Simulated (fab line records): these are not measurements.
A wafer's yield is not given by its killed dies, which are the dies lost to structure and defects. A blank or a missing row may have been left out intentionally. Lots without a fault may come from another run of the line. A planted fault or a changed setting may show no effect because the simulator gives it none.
Chamber matching    flow nand-harc    NHARC_A_STAIRCASE_CMP_450 on cmp-01 has 4 sister chambers
The step polishes SiO2, target thk 200 nm. 24 wafers are shown with their chamber, then 12 later ones without.

## WAFERS WITH THEIR CHAMBER
wafer   chamber  motor-current-A (A)
L076.1  0        13.6
L076.3  1        11.1
L076.4  3        11.0
L078.1  1        11.7
L078.4  2        9.8
L078.5  2        10.9
L080.1  0        13.5
L080.5  2        9.9
L080.6  3        11.0
L081.1  0        13.3
L081.2  2        10.6
L081.5  0        13.3
L083.1  1        11.6
L083.3  3        11.2
L083.4  2        10.2
L087.3  2        10.0
L087.4  0        14.2
L087.5  1        11.5
L088.2  1        12.4
L088.5  1        12.4
L088.6  2        9.9
L088.1  0        13.5
L088.3  2        10.4
L088.4  3        10.9

SIGNATURES (averages over the wafers above)
reading          chamber 0  chamber 1  chamber 2  chamber 3  scatter within a chamber
motor-current-A  13.567     11.783     10.213     11.025     0.388
Rule: a wafer lies at a distance from a chamber equal to the root of the sum of squares, over the readings, of (its reading less the chamber's mean, divided by the reading's scatter). If the next closest chamber is less than 2 further off than the closest, the wafer can't be placed; otherwise it belongs to the closest. The scatter: take each reading less its chamber's mean, square it, sum over the shown wafers, divide by the number of wafers less the number of chambers, and take the root.

## WAFERS WITHOUT THEIR CHAMBER
wafer   motor-current-A (A)
L091.2  9.8
L091.3  10.5
L091.4  11.1
L093.4  11.3
L093.5  9.9
L093.6  11.9
L095.1  13.8
L095.3  11.6
L095.4  10.4
L097.3  11.4
L097.4  12.7
L097.5  10.1

## WHICH CHAMBER EACH WENT THROUGH
wafer   from the rows above      in truth
L091.2  2                        2
L091.3  can't be placed: 2 or 3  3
L091.4  can't be placed: 3 or 1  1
L093.4  can't be placed: 3 or 1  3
L093.5  2                        2
L093.6  can't be placed: 1 or 3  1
L095.1  0                        0
L095.3  can't be placed: 1 or 3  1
L095.4  can't be placed: 2 or 3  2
L097.3  can't be placed: 3 or 1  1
L097.4  can't be placed: 0 or 1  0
L097.5  2                        2
Correctly placed: 4 of 12. Unplaceable from these rows: 8, with the true chamber sitting among the candidates in 8. Wrongly placed: 0.
